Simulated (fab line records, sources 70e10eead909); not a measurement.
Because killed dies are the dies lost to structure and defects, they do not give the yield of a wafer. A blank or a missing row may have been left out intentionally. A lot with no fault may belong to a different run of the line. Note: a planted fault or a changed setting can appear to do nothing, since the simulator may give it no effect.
Which tool did it? | flow nand-harc | 72 wafers from 24 lots sampled at 3 of the route's 1302 steps

WHAT THE GAUGES SHOWED, per wafer
NHARC_A_ONON_D1_THK_MEAS_02: measures by ellipsometry.
lot  | measured     | on            | thk-nm (nm)
L074 | day 7 20:52  | film-metro-01 | 1021 1023 1019
L075 | day 8 02:14  | film-metro-01 | 1004 1004 1004
L076 | day 8 11:24  | film-metro-01 | 1002 1001 1002
L077 | day 9 02:06  | film-metro-02 | 1004 1004 1003
L078 | day 9 10:26  | film-metro-01 | 1019 1018 1019
L079 | day 9 17:42  | film-metro-02 | 1011 1011 1012
L080 | day 10 10:05 | film-metro-01 | 991 991 991
L081 | day 10 20:46 | film-metro-01 | 1013 1016 1015
L082 | day 11 02:01 | film-metro-01 | 1003 1001 1005
L083 | day 11 19:34 | film-metro-02 | 999 1000 998
L084 | day 11 19:37 | film-metro-01 | 998 998 999
L085 | day 12 02:32 | film-metro-02 | 1001 1002 1003
L086 | day 12 14:41 | film-metro-02 | 1006 1008 1008
L087 | day 13 01:11 | film-metro-02 | 1008 1008 1008
L089 | day 13 19:56 | film-metro-02 | 1009 1005 1006
L088 | day 13 19:56 | film-metro-01 | 991 991 991
L090 | day 14 16:03 | film-metro-01 | 986 988 987
L091 | day 14 16:06 | film-metro-02 | 1005 1004 1004
L092 | day 15 05:25 | film-metro-01 | 1009 1010 1011
L093 | day 15 14:41 | film-metro-02 | 1004 1002 1003
L094 | day 16 05:44 | film-metro-02 | 996 994 993
L095 | day 16 09:22 | film-metro-01 | 983 984 983
L096 | day 17 01:16 | film-metro-01 | 990 990 987
L097 | day 17 09:55 | film-metro-02 | 1025 1022 1025

NHARC_A_ONON_D1_THK_MEAS_11: measures by ellipsometry.
lot  | measured     | on            | thk-nm (nm)
L074 | day 7 22:34  | film-metro-02 | 999 999 998
L075 | day 8 03:56  | film-metro-01 | 996 996 995
L076 | day 8 13:06  | film-metro-02 | 1020 1019 1019
L077 | day 9 03:49  | film-metro-02 | 998 998 998
L078 | day 9 12:08  | film-metro-02 | 1012 1012 1011
L079 | day 9 19:25  | film-metro-02 | 1007 1009 1008
L080 | day 10 11:48 | film-metro-01 | 992 990 992
L081 | day 10 22:35 | film-metro-02 | 998 1000 1000
L082 | day 11 03:43 | film-metro-02 | 993 991 992
L083 | day 11 21:16 | film-metro-02 | 999 1000 999
L084 | day 11 21:19 | film-metro-01 | 984 985 985
L085 | day 12 04:14 | film-metro-01 | 1002 1004 1004
L086 | day 12 16:24 | film-metro-02 | 1015 1015 1014
L087 | day 13 02:53 | film-metro-02 | 1004 1005 1006
L089 | day 13 21:38 | film-metro-02 | 981 980 980
L088 | day 13 21:38 | film-metro-01 | 993 993 993
L090 | day 14 17:46 | film-metro-02 | 993 995 994
L091 | day 14 17:49 | film-metro-01 | 1009 1010 1010
L092 | day 15 07:07 | film-metro-02 | 1019 1018 1017
L093 | day 15 16:24 | film-metro-01 | 991 992 993
L094 | day 16 07:27 | film-metro-02 | 1011 1012 1012
L095 | day 16 11:03 | film-metro-01 | 1015 1017 1016
L096 | day 17 02:59 | film-metro-01 | 1001 1002 1002
L097 | day 17 11:37 | film-metro-02 | 1002 1000 999

WHICH TOOL RAN EACH LOT (tool, then ch and the chambers of the sampled wafers, then the start)
lot  | NHARC_A_ZERO_WELL_DESCUM_12
L074 | rie-diel-05 ch 0,2, day 6 22:48
L075 | rie-diel-06 ch 0,1, day 7 01:59
L076 | rie-diel-06 ch 0,2,3, day 7 13:54
L077 | rie-diel-06 ch 1,2, day 8 01:13
L078 | rie-diel-05 ch 0,2,3, day 8 13:01
L079 | rie-diel-05 ch 1,2, day 8 18:09
L080 | rie-diel-05 ch 2,3, day 9 11:36
L081 | rie-diel-05 ch 0,1,3, day 9 22:49
L082 | rie-diel-05 ch 2,3, day 10 03:25
L083 | rie-diel-13 ch 0,3, day 10 21:16
L084 | rie-diel-05 ch 0,2,3, day 11 00:47
L085 | rie-diel-05 ch 1,2,3, day 11 04:37
L086 | rie-diel-05 ch 2,3, day 11 16:18
L087 | rie-diel-05 ch 1,3, day 12 03:32
L089 | rie-diel-05 ch 1,2,3, day 12 22:15
L088 | rie-diel-05 ch 0,1,2, day 13 00:43
L090 | rie-diel-06 ch 0,2,3, day 13 18:10
L091 | rie-diel-05 ch 2,3, day 13 20:28
L092 | rie-diel-05 ch 0,2, day 14 06:33
L093 | rie-diel-06 ch 0,1,3, day 14 16:02
L094 | rie-diel-06 ch 0,2, day 15 07:26
L095 | rie-diel-05 ch 1,3, day 15 11:05
L096 | rie-diel-13 ch 0,1, day 16 00:18
L097 | rie-diel-05 ch 0,1,2, day 16 10:53
- NHARC_A_ZERO_WELL_DESCUM_12: chemistry O2, time 3 s.

WHAT THE TOOLS THEMSELVES READ (means of the sampled wafers that have a number; where no wafer has one, the mark that the record gives instead)
NHARC_A_ZERO_WELL_DESCUM_12.
lot  | tool        | drypump-motor-current-A (A) | oes-product-au (a.u.) | rf-vpp-V (V) | showerhead-plenum-p-Torr (Torr) | throttle-valve-pct (%)
L074 | rie-diel-05 | 5.2                         | 1.006                 | 57.9         | 1.97                            | 11.299
L075 | rie-diel-06 | 5.8                         | 0.998                 | 57.9         | 1.99                            | 11.314
L076 | rie-diel-06 | 5.7                         | 0.996                 | 57.7         | 1.90                            | 11.309
L077 | rie-diel-06 | 5.8                         | 0.990                 | 57.9         | 1.89                            | 11.317
L078 | rie-diel-05 | 5.4                         | 1.004                 | 57.6         | 1.95                            | 11.317
L079 | rie-diel-05 | 6.2                         | 1.004                 | 57.1         | 1.86                            | 11.304
L080 | rie-diel-05 | 5.7                         | 1.001                 | 57.8         | 1.90                            | 11.296
L081 | rie-diel-05 | 5.7                         | 1.012                 | 58.5         | 1.96                            | 11.313
L082 | rie-diel-05 | 5.6                         | 0.999                 | 57.4         | 1.94                            | 11.315
L083 | rie-diel-13 | 5.7                         | 0.991                 | 58.1         | 1.93                            | 11.315
L084 | rie-diel-05 | 5.4                         | 0.993                 | 58.4         | 1.95                            | 11.299
L085 | rie-diel-05 | 5.9                         | 1.001                 | 56.9         | 1.90                            | 11.317
L086 | rie-diel-05 | 5.7                         | 0.988                 | 57.4         | 1.89                            | 11.316
L087 | rie-diel-05 | 6.0                         | 1.012                 | 57.8         | 1.95                            | 11.308
L089 | rie-diel-05 | 6.0                         | 1.004                 | 58.2         | 1.90                            | 11.308
L088 | rie-diel-05 | 5.7                         | 0.999                 | 58.2         | 1.91                            | 11.311
L090 | rie-diel-06 | 5.7                         | 0.990                 | 57.8         | 1.89                            | 11.304
L091 | rie-diel-05 | 5.6                         | 0.995                 | 57.1         | 1.94                            | 11.315
L092 | rie-diel-05 | 5.4                         | 0.996                 | 58.2         | 1.90                            | 11.311
L093 | rie-diel-06 | 5.9                         | 1.011                 | 57.8         | 1.96                            | 11.302
L094 | rie-diel-06 | 5.4                         | 0.987                 | 57.6         | 1.84                            | 11.307
L095 | rie-diel-05 | 6.3                         | 1.016                 | 57.1         | 1.91                            | 11.306
L096 | rie-diel-13 | 5.5                         | 1.015                 | 57.3         | 1.89                            | 11.308
L097 | rie-diel-05 | 5.7                         | 1.005                 | 57.6         | 1.91                            | 11.313

THE ANSWER, worked out from the rows above alone
Rule: what is usual is taken from the lots themselves. The widest of any qualifying gaps counts: lots, ordered by their means at a reading, are off when they make up no more than a third of the lots, leave a main group of 4 or more, and stand apart from it by 3 or more times the standard deviation of that group's means. The tables above print the reading to a certain number of digits; a main group whose means all agree to those digits is not used. Also off: a lot with no number at a reading for which 4 or more lots have one. The other lots that the step has rows for count as sound. The gauges are gone through in route order, then the tools' own readings, and for those a lot's mean is taken as printed above. The first step at which some lot is off is used, and at that step the reading that is off furthest; a lot without a number counts as furthest.
Across all readings shown, no lot is off: no conclusion can be drawn from this.

WHAT THE SIMULATOR PUT IN
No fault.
